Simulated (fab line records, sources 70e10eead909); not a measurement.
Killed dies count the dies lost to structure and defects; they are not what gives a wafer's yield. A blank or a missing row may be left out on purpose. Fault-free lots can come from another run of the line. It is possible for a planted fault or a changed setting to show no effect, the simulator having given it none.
fab line records -- flow nand_harc
record: lots: 5, wafers: 15, last_day: 24
route steps=1159 shown A_CONTACT@861 END@1159
lots untouched by any fault: they come from a run of this same line in which no faults occurred
start_h: hours from the record's first day to the start of the lot's first wafer shown -- wait_h: hours since the lot's step before -- " identical to the entry in the row above -- L1.1+2: a single row standing in for several wafers -- - no value, or no start given -- * or withheld: withheld -- < > ~ a bound
route shown NAME@n: a module of which the file shows steps, and the number in the route of the first -- usual: average and standard deviation across the fault-free wafers -- same: alike in all rows -- chamber/n: place in a boat -- sites: the reading at each site -- _std_site: how widely they spread, as a standard deviation -- _edge_site: mean of outer sites minus mean of inner sites -- radius_mm: how far each site lies from the wafer's centre -- mask NAME#n: copy n -- behind: the tool/chamber that last shaped the wafer -- hold: why the lot was held/for how many hours/how that ended -- device: whichever transistor did not switch (one of n, p or np) -- end of line: tests run on the same wafers once the route is complete -- a step given without rows: its recipe and nothing more -- killed: dies that structure and defects cost at the first sort, which is not the same as the wafer's yield -- map: the dies of a wafer, with x for killed, . for not killed, _ for no die there
set.NAME: the setting that was run; set.NAME@STEP: the one run at that earlier step -- model.NAME: the simulator's own value behind a step, which no gauge read
lots at some steps of the route; a table a step, a row a wafer
services: when a tool's chamber went out of use (start_h, in hours from the record's first day, below 0 if earlier), for how many hours, and the reason
== steps ==
step: NHARC_A_CONTACT_ETCH_51
recipe: target_depth_a: 36000, over_etch_frac: 0.3, time_s: 936, ion_energy_ev: 150, o2_flow_sccm: 400, cos_flow_sccm: 20, ar_flow_sccm: 0, rf_w: 500, bias_w: 300, chemistry: O2/COS
step: NHARC_A_CONTACT_ETCH_111
recipe: source_w: withheld, pressure_mtorr: 20, bias_v: withheld, time_s: 140, target_depth_a: 7000, ar_flow_sccm: withheld, c4f8_flow_sccm: withheld, o2_flow_sccm: withheld, chemistry: C4F8/O2/Ar
lot.wafer,tool,chamber,start_h,wait_h,rf_hours_counter_h
L434.2,har_cap_etch-03,1,360.00,-,77
L434.1,har_cap_etch-03,0,360.00,-,77
L434.3,har_cap_etch-03,0,360.00,-,-
L438.2,har_cap_etch-01,0,413.59,-,64
L438.1,har_cap_etch-01,1,413.59,-,64
L438.3,har_cap_etch-01,0,413.59,-,-
L440.2,har_cap_etch-03,0,430.43,-,89
L440.1,har_cap_etch-03,1,430.43,-,89
L440.4,har_cap_etch-03,1,430.43,-,-
L451.2,har_cap_etch-01,0,458.62,-,74
L451.6,har_cap_etch-01,0,458.62,-,-
L451.5,har_cap_etch-01,1,458.62,-,-
L453.2,har_cap_etch-01,1,485.29,-,80
L453.5,har_cap_etch-01,1,485.29,-,-
L453.6,har_cap_etch-01,0,485.29,-,-
step: NHARC_A_CONTACT_ETCH_112
recipe: source_w: withheld, pressure_mtorr: 20, bias_v: 3000, time_s: 94, target_depth_a: 9220, ar_flow_sccm: withheld, c4f8_flow_sccm: withheld, o2_flow_sccm: withheld, chemistry: C4F8/O2/Ar
step: NHARC_A_CONTACT_ETCH_113
recipe: source_w: withheld, pressure_mtorr: 20, bias_v: 3000, time_s: 94, target_depth_a: 9220, ar_flow_sccm: withheld, c4f8_flow_sccm: withheld, o2_flow_sccm: withheld, chemistry: C4F8/O2/Ar
lot.wafer,tool,chamber,start_h,wait_h,rf_hours_counter_h
L434.2,har_cap_etch-03,1,360.29,0.1,77
L434.1,har_cap_etch-03,0,360.29,0.1,77
L434.3,har_cap_etch-03,0,360.29,0.1,-
L438.2,har_cap_etch-01,0,413.88,0.1,64
L438.1,har_cap_etch-01,1,413.88,0.1,64
L438.3,har_cap_etch-01,0,413.88,0.1,-
L440.2,har_cap_etch-03,0,430.72,0.1,89
L440.1,har_cap_etch-03,1,430.72,0.1,89
L440.4,har_cap_etch-03,1,430.72,0.1,-
L451.2,har_cap_etch-01,0,458.90,0.1,75
L451.6,har_cap_etch-01,0,458.90,0.1,-
L451.5,har_cap_etch-01,1,458.90,0.1,-
L453.2,har_cap_etch-01,1,485.57,0.1,80
L453.5,har_cap_etch-01,1,485.57,0.1,-
L453.6,har_cap_etch-01,0,485.57,0.1,-
step: NHARC_A_CONTACT_ETCH_114
recipe: source_w: withheld, pressure_mtorr: 20, bias_v: 3000, time_s: 94, target_depth_a: 9220, ar_flow_sccm: withheld, c4f8_flow_sccm: withheld, o2_flow_sccm: withheld, chemistry: C4F8/O2/Ar
lot.wafer,tool,chamber,start_h,wait_h,rf_hours_counter_h
L434.2,har_cap_etch-03,1,360.38,0.1,77
L434.1,har_cap_etch-03,0,360.38,0.1,77
L434.3,har_cap_etch-03,0,360.38,0.1,-
L438.2,har_cap_etch-01,0,413.97,0.1,64
L438.1,har_cap_etch-01,1,413.97,0.1,64
L438.3,har_cap_etch-01,0,413.97,0.1,-
L440.2,har_cap_etch-03,0,430.81,0.1,89
L440.1,har_cap_etch-03,1,430.81,0.1,89
L440.4,har_cap_etch-03,1,430.81,0.1,-
L451.2,har_cap_etch-01,0,458.99,0.1,75
L451.6,har_cap_etch-01,0,458.99,0.1,-
L451.5,har_cap_etch-01,1,458.99,0.1,-
L453.2,har_cap_etch-01,1,485.67,0.1,80
L453.5,har_cap_etch-01,1,485.67,0.1,-
L453.6,har_cap_etch-01,0,485.67,0.1,-
step: NHARC_A_CONTACT_ETCH_115
recipe: source_w: withheld, pressure_mtorr: 20, bias_v: 3000, time_s: 94, target_depth_a: 9220, ar_flow_sccm: withheld, c4f8_flow_sccm: withheld, o2_flow_sccm: withheld, chemistry: C4F8/O2/Ar
step: NHARC_A_CONTACT_ETCH_116
recipe: source_w: withheld, pressure_mtorr: 20, bias_v: 3000, time_s: 94, target_depth_a: 9220, ar_flow_sccm: withheld, c4f8_flow_sccm: withheld, o2_flow_sccm: withheld, chemistry: C4F8/O2/Ar
step: NHARC_A_CONTACT_ETCH_117
recipe: source_w: withheld, pressure_mtorr: 20, bias_v: 3000, time_s: 94, target_depth_a: 9220, ar_flow_sccm: withheld, c4f8_flow_sccm: withheld, o2_flow_sccm: withheld, chemistry: C4F8/O2/Ar
step: NHARC_A_CONTACT_ETCH_118
recipe: source_w: withheld, pressure_mtorr: 20, bias_v: 3000, time_s: 94, target_depth_a: 9220, ar_flow_sccm: withheld, c4f8_flow_sccm: withheld, o2_flow_sccm: withheld, chemistry: C4F8/O2/Ar
step: NHARC_A_CONTACT_ETCH_119
recipe: source_w: withheld, pressure_mtorr: 20, bias_v: 3000, time_s: 94, target_depth_a: 9220, ar_flow_sccm: withheld, c4f8_flow_sccm: withheld, o2_flow_sccm: withheld, chemistry: C4F8/O2/Ar
step: NHARC_A_CONTACT_ETCH_120
recipe: source_w: withheld, pressure_mtorr: 20, bias_v: 3000, time_s: 94, target_depth_a: 9220, ar_flow_sccm: withheld, c4f8_flow_sccm: withheld, o2_flow_sccm: withheld, chemistry: C4F8/O2/Ar
step: NHARC_A_CONTACT_ETCH_121
recipe: source_w: withheld, pressure_mtorr: 20, bias_v: 3000, time_s: 94, target_depth_a: 9220, ar_flow_sccm: withheld, c4f8_flow_sccm: withheld, o2_flow_sccm: withheld, chemistry: C4F8/O2/Ar
step: NHARC_A_CONTACT_ETCH_122
recipe: source_w: withheld, pressure_mtorr: 20, bias_v: 3000, time_s: 95, target_depth_a: 9300, ar_flow_sccm: withheld, c4f8_flow_sccm: withheld, o2_flow_sccm: withheld, chemistry: C4F8/O2/Ar
lot.wafer,tool,chamber,start_h,wait_h,rf_hours_counter_h
L434.2,har_cap_etch-03,1,361.11,0.1,78
L434.1,har_cap_etch-03,0,361.11,0.1,78
L434.3,har_cap_etch-03,0,361.11,0.1,-
L438.2,har_cap_etch-01,0,414.70,0.1,64
L438.1,har_cap_etch-01,1,414.70,0.1,64
L438.3,har_cap_etch-01,0,414.70,0.1,-
L440.2,har_cap_etch-03,0,431.54,0.1,90
L440.1,har_cap_etch-03,1,431.54,0.1,90
L440.4,har_cap_etch-03,1,431.54,0.1,-
L451.2,har_cap_etch-01,0,459.72,0.1,75
L451.6,har_cap_etch-01,0,459.72,0.1,-
L451.5,har_cap_etch-01,1,459.72,0.1,-
L453.2,har_cap_etch-01,1,486.40,0.1,81
L453.5,har_cap_etch-01,1,486.40,0.1,-
L453.6,har_cap_etch-01,0,486.40,0.1,-
step: NHARC_A_CONTACT_ETCH_123
recipe: source_w: withheld, pressure_mtorr: 20, bias_v: 400, time_s: 253, target_depth_a: 10900, ar_flow_sccm: withheld, c4f8_flow_sccm: 11.5, o2_flow_sccm: 7.2, chemistry: C4F8/O2/Ar
step: NHARC_A_CONTACT_ETCH_90
recipe: target_depth_a: 400, over_etch_frac: 0.5, time_s: 85.7, ion_energy_ev: 120, ch3f_flow_sccm: 50, o2_flow_sccm: 30, ar_flow_sccm: 200, rf_w: 500, bias_w: 100, chemistry: CH3F/O2
step: NHARC_A_CONTACT_ETCH_96
recipe: target_depth_a: 200, over_etch_frac: 0.5, time_s: 10, ion_energy_ev: 250, c4f6_flow_sccm: 25, o2_flow_sccm: 20, ar_flow_sccm: 500, rf_w: 600, bias_w: 500, chemistry: C4F6/O2
step: NHARC_A_CONTACT_CD_MEAS_53
usual: cd_nm: 189.9/0.66
lot.wafer,tool,chamber,start_h,wait_h,cd_nm
L434.1,cd_sem-02,-,362.05,-,188.9
L434.2,cd_sem-02,-,362.05,-,189.4
L434.3,cd_sem-02,-,362.05,-,189.8
L438.1,cd_sem-03,-,415.61,-,189.7
L438.2,cd_sem-03,-,415.61,-,190.2
L438.3,cd_sem-03,-,415.61,-,189.3
L440.1,cd_sem-03,-,432.47,-,189.8
L440.2,cd_sem-03,-,432.47,-,190.2
L440.4,cd_sem-03,-,432.47,-,189.3
L451.2,cd_sem-03,-,460.69,-,190.0
L451.5,cd_sem-03,-,460.69,-,190.8
L451.6,cd_sem-03,-,460.69,-,190.4
L453.2,cd_sem-03,-,487.31,-,189.2
L453.5,cd_sem-03,-,487.31,-,189.2
L453.6,cd_sem-03,-,487.31,-,189.2
step: NHARC_A_CONTACT_STRIP_99
recipe: n2_flow_sccm: 150, h2_flow_sccm: 150, ar_flow_sccm: 0, bias_w: 0, chemistry: N2/H2
step: NHARC_A_CONTACT_STRIP_100
recipe: cf4_flow_sccm: 100, chf3_flow_sccm: 30, ar_flow_sccm: 0, bias_w: 0, chemistry: CF4/CHF3
step: NHARC_A_CONTACT_STRIP_101
recipe: o2_flow_sccm: 400, cos_flow_sccm: 20, ar_flow_sccm: 0, bias_w: 0, chemistry: O2/COS
step: NHARC_A_CONTACT_ETCH_102
recipe: target_depth_a: 700, overetch_a: 70, time_s: 38.5, ion_energy_ev: 100, cf4_flow_sccm: 80, o2_flow_sccm: 20, ar_flow_sccm: 0, rf_w: 300, bias_w: 100, chemistry: CF4/O2
step: NHARC_A_CONTACT_STRIP_55
recipe: o2_flow_sccm: 500, ar_flow_sccm: 0, bias_w: 0, chemistry: O2
step: NHARC_A_CONTACT_STRIP_56
recipe: time_s: 600, temp_c: 30, chemistry: post_etch_residue_remover
step: NHARC_A_CONTACT_DEP_57
recipe: target_thk_a: 28000, temp_c: 400, material: aC
usual: throttle_valve_pct: 35.001/0.0091
lot.wafer,tool,chamber,start_h,wait_h,throttle_valve_pct
L434.1,acl_dep-02,0,365.84,-,35.015
L434.2,acl_dep-02,0,365.84,-,35.001
L434.3,acl_dep-02,0,365.84,-,34.987
L438.1,acl_dep-02,0,416.55,-,34.994
L438.2,acl_dep-02,0,416.55,-,35.013
L438.3,acl_dep-02,0,416.55,-,34.985
L440.1,acl_dep-02,0,433.41,-,35.008
L440.2,acl_dep-02,0,433.41,-,35.003
L440.4,acl_dep-02,0,433.41,-,35.020
L451.2,acl_dep-02,0,462.42,-,35.000
L451.5,acl_dep-02,0,462.42,-,34.991
L451.6,acl_dep-02,0,462.42,-,35.007
L453.2,acl_dep-03,0,488.58,-,35.004
L453.5,acl_dep-03,0,488.58,-,35.010
L453.6,acl_dep-03,0,488.58,-,34.999
step: NHARC_A_CONTACT_DEP_58
recipe: target_thk_a: 600, target_thk_nm: 60, temp_c: 400, pressure_torr: 3.5, flow_sccm: 200, rf_w: 350, material: SiON
step: NHARC_A_CONTACT_DEHYDRATE_59
recipe: temp_c: 150, time_s: 120
step: NHARC_A_CONTACT_HMDS_60
recipe: time_s: 30
step: NHARC_A_CONTACT_COAT_61
recipe: temp_c: 260, time_s: 75
step: NHARC_A_CONTACT_COAT_62
recipe: temp_c: 225, time_s: 65
step: NHARC_A_CONTACT_COAT_63
recipe: spin_rpm: 1500, resist_thk_nm: 90
step: NHARC_A_CONTACT_SOFTBAKE_64
recipe: temp_c: 105, time_s: 55
step: NHARC_A_CONTACT_EBR_65
step: NHARC_A_CONTACT_EXPOSE_66
recipe: na: 1.35, sigma_outer: 0.8, dose_mj: 59.02, mask_id: A_CC_2
step: NHARC_A_CONTACT_PEB_67
recipe: peb_temp_c: 100, peb_time_s: 65
step: NHARC_A_CONTACT_DEVELOP_68
recipe: develop_time_s: 35, dev_temp_c: 23
step: NHARC_A_CONTACT_CD_MEAS_69
recipe: target_cd_nm: 200, landing_energy_ev: 500
usual: cd_nm: 199.9/0.63
lot.wafer,tool,chamber,start_h,wait_h,cd_nm
L434.1,cd_sem-01,0,368.30,-,199.7
L434.2,cd_sem-01,0,368.30,-,199.8
L434.3,cd_sem-01,0,368.30,-,200.1
L438.1,cd_sem-02,0,418.99,-,198.8
L438.2,cd_sem-02,0,418.99,-,199.1
L438.3,cd_sem-02,0,418.99,-,198.8
L440.1,cd_sem-03,0,435.75,-,200.6
L440.2,cd_sem-03,0,435.75,-,200.6
L440.4,cd_sem-03,0,435.75,-,201.2
L451.2,cd_sem-03,0,464.61,-,200.6
L451.5,cd_sem-03,0,464.61,-,200.7
L451.6,cd_sem-03,0,464.61,-,200.9
L453.2,cd_sem-01,0,490.62,-,199.3
L453.5,cd_sem-01,0,490.62,-,199.3
L453.6,cd_sem-01,0,490.62,-,199.1
step: NHARC_A_CONTACT_OVL_MEAS_70
usual: overlay_x_nm: -0.3/0.71, overlay_y_nm: 0.1/0.85
lot.wafer,tool,chamber,start_h,wait_h,overlay_x_nm,overlay_y_nm
L434.1,overlay-02,-,368.39,-,1.1,0.7
L434.2,overlay-02,-,368.39,-,0.4,0.3
L434.3,overlay-02,-,368.39,-,0.5,0.0
L438.1,overlay-02,-,419.08,-,1.0,0.1
L438.2,overlay-02,-,419.08,-,1.2,0.2
L438.3,overlay-02,-,419.08,-,0.3,0.2
L440.1,overlay-01,-,435.84,-,0.0,0.2
L440.2,overlay-01,-,435.84,-,-0.4,0.6
L440.4,overlay-01,-,435.84,-,0.0,0.9
L451.2,overlay-01,-,464.71,-,-0.3,-0.1
L451.5,overlay-01,-,464.71,-,-0.8,0.0
L451.6,overlay-01,-,464.71,-,-0.6,0.7
L453.2,overlay-01,-,490.71,-,-0.3,0.3
L453.5,overlay-01,-,490.71,-,0.5,-0.2
L453.6,overlay-01,-,490.71,-,-0.2,-0.5
step: NHARC_A_CONTACT_DESCUM_74
recipe: time_s: 3, o2_flow_sccm: 200, ar_flow_sccm: 0, bias_power_w: 0, chemistry: O2
step: NHARC_A_CONTACT_ETCH_75
recipe: target_depth_a: 390, over_etch_frac: 0.3, time_s: 65, ion_energy_ev: 80, cf4_flow_sccm: 150, ar_flow_sccm: 0, rf_w: 300, bias_w: 100, chemistry: CF4
step: NHARC_A_CONTACT_ETCH_76
recipe: target_depth_a: 2600, over_etch_frac: 0.3, time_s: 475.3, ion_energy_ev: 200, n2_flow_sccm: 150, h2_flow_sccm: 150, ar_flow_sccm: 0, rf_w: 400, bias_w: 150, chemistry: N2/H2
usual: drypump_motor_current_A: 5.9/0.34, oes_product_au: 1.003/0.0092, rf_vpp_V: 430.8/2.5, showerhead_plenum_p_Torr: 2.05/0.083, throttle_valve_pct: 14.171/0.009
lot.wafer,tool,chamber,start_h,wait_h,drypump_motor_current_A,oes_product_au,rf_hours_counter_h,rf_vpp_V,showerhead_plenum_p_Torr,throttle_valve_pct
L434.3,rie_diel-07,3,-,-,6.2,1.013,26,427.4,1.93,14.175
L434.2,rie_diel-07,0,-,-,5.6,0.996,25,432.1,2.09,14.173
L434.1,rie_diel-07,2,-,-,6.2,1.011,28,433.5,2.11,14.177
L438.1,rie_diel-07,0,-,-,5.7,0.998,1,431.4,2.09,14.153
L438.3,rie_diel-07,2,-,-,6.2,1.009,1,433.7,2.10,14.182
L438.2,rie_diel-07,3,-,-,6.2,1.009,1,427.5,1.93,14.165
L440.1,rie_diel-07,2,-,-,6.2,1.012,4,433.8,2.10,14.171
L440.4,rie_diel-07,3,-,-,6.2,1.014,4,426.6,1.93,14.169
L440.2,rie_diel-07,0,-,-,5.6,0.993,5,432.1,2.09,14.159
L451.2,rie_diel-02,3,-,-,6.3,1.003,46,430.9,2.04,14.173
L451.6,rie_diel-02,1,-,-,5.4,0.993,-,427.6,1.95,14.179
L451.5,rie_diel-02,2,-,-,5.2,0.994,-,429.6,1.99,14.189
L453.2,rie_diel-07,1,-,-,5.9,0.995,16,433.0,2.13,14.159
L453.6,rie_diel-07,1,-,-,5.9,1.006,-,433.2,2.13,14.161
L453.5,rie_diel-07,2,-,-,6.2,1.002,-,431.8,2.10,14.167
step: NHARC_A_CONTACT_ETCH_77
recipe: target_depth_a: 726, time_s: 36.3, cf4_flow_sccm: 100, chf3_flow_sccm: 30, ar_flow_sccm: 0, rf_w: 500, bias_w: 200, chemistry: CF4/CHF3
step: NHARC_END_SORT_01
recipe: temp_c: 25
usual: killed_at_array: 28/10, killed_at_other: 0.5/0.82, killed_at_periphery: 3.4/2.2, killed_dies: 31/10, killed_open: 3.4/1.9, killed_short: 1.9/1.3
same: gross_dies: 677
lot.wafer,tool,chamber,start_h,wait_h,killed_at_array,killed_at_other,killed_at_periphery,killed_dies,killed_open,killed_short
L440.1,prober-02,0,499.49,2.5,80,0,3,83,5,1
L440.2,prober-02,0,500.29,2.8,115,0,5,120,2,5
L440.4,prober-02,0,501.88,3.4,76,1,1,78,1,1
killed by level:class
L440.1 A_CONTACT:unspecified=65 A_CHANNEL_HOLE_D1:chamber_film_flake=3 A_STAIRCASE:chamber_film_flake=3 A_CONTACT:chamber_film_flake=3 P_CONTACT:geometric_particle:open=1 P_M0:geometric_particle:open=1 A_ONON_D1:geometric_particle:open=1 A_CHANNEL_FILL_D1:geometric_particle:short=1
L440.2 A_CONTACT:unspecified=101 P_STI:chamber_film_flake=3 A_STAIRCASE:chamber_film_flake=3 A_WL_FILL:geometric_particle:short=2 A_CHANNEL_HOLE_D1:chamber_film_flake=2 A_CHANNEL_FILL_D1:chamber_film_flake=2 A_M1:chamber_film_flake=2 P_STI:geometric_particle:short=1
L440.4 A_CONTACT:unspecified=67 A_STAIRCASE:chamber_film_flake=3 A_M1:chamber_film_flake=3 A_CHANNEL_FILL_D1:chamber_film_flake=2 P_GATE:geometric_particle:open=1 STARTING-WAFER:geometric_particle:short=1 A_CHANNEL_HOLE_D1:chamber_film_flake=1
map L440.2 (x killed, . not)
____________.____________
_________..x..x._________
_______.....x....._______
______.............______
_____..............._____
____.x...x..........x____
____......x.......xxx____
___..............xxxxx___
___...............xxxx___
__.........x....xxxxxxx__
__..............xxxxxxx__
_..............xxxxxxxxx_
_..............xxxxxxxxx_
_..........x...xxxxxxxxx_
_.........x...x.xxxxxxxx_
_..............xxxxxxxxx_
...............xxxxxxxxx.
................xxxxxxx.x
........x.......xxxxxxx..
..................xxxx...
.....xx............xx....
_................x....x._
_......................._
_...................x..._
_......................._
_......................._
__x....................__
__.....................__
___...............x...___
___...................___
____.................____
____.................____
_____..............._____
______x............______
_______..........._______
_________......._________
____________.____________
map L434.1 (x killed, . not)
____________.____________
_________......._________
_______..........._______
______.............______
_____..............._____
____.x...............____
____.................____
___...................___
___......x............___
__.....................__
__.....................__
_.........x............._
_...x...............x..._
_...................x..._
_.................x....._
_......................._
.........................
.........................
................x........
.........................
...............x.x.......
_.................x.x..._
_...............xxx....._
_..............xx.x....._
_.................x.x..x_
_.................xx...._
__................x.x..__
__.......x......xx.....__
___...................___
___...................___
____.................____
____...........x.....____
_____..............._____
______..x..........______
_______..........._______
_________......._________
____________.____________
== services ==
tool,chamber,start_h,hours,kind
acl_dep-02,-,351.60,13.0,pm
rie_diel-07,0,359.95,-,clean
rie_diel-07,1,359.95,-,clean
rie_diel-07,2,359.95,-,clean
rie_diel-07,3,359.95,-,clean
rie_diel-07,0,384.45,-,clean
rie_diel-07,1,384.45,-,clean
rie_diel-07,2,384.45,-,clean
rie_diel-07,3,384.45,-,clean
har_cap_etch-01,-,394.75,0.2,repair
rie_diel-07,-,405.20,9.0,pm
rie_diel-07,0,405.20,9.0,vent_cycle
rie_diel-07,1,405.20,9.0,vent_cycle
rie_diel-07,2,405.20,9.0,vent_cycle
rie_diel-07,3,405.20,9.0,vent_cycle
acl_dep-03,-,407.01,13.0,pm
rie_diel-07,0,414.20,-,clean
rie_diel-07,1,414.20,-,clean
rie_diel-07,2,414.20,-,clean
rie_diel-07,3,414.20,-,clean
rie_diel-02,3,427.16,5.2,repair
rie_diel-07,0,438.70,-,clean
rie_diel-07,1,438.70,-,clean
rie_diel-07,0,439.06,1.8,repair
== key ==
first_sign: step: NHARC_END_SORT_01, reading: killed_at_array, direction: up, sigmas: 6.1, usual: 28, struck: 90
effect: step: NHARC_END_SORT_01, reading: killed_dies, direction: up, sigmas: 6, usual: 31, struck: 94
more_kills_born_at: NHARC_A_CONTACT_ETCH_122@har_cap_etch-03: 221
met_at NHARC_A_CONTACT_ETCH_122
struck_wafers L440.1,L440.2,L440.4
tester_left_out L440
onset_between 361.11 431.54
also_fits NHARC_A_CONTACT_ETCH_111:har_cap_etch-03,NHARC_A_CONTACT_ETCH_113:har_cap_etch-03,NHARC_A_CONTACT_ETCH_114:har_cap_etch-03
fault: kind: chamber_particle_source, tool: har_cap_etch-03, chamber: -, onset_h: 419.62, steps: NHARC_A_CONTACT_ETCH_122, rate_per_visit_cm2: 1.8821
tester_left_out: of these lots the tester's yield and bins aren't shown, on N5 and GAA mostly nor the transistor test; their killed dies are dies lost to structure and defects alone, not to doping, threshold or leakage, so they don't give the yield
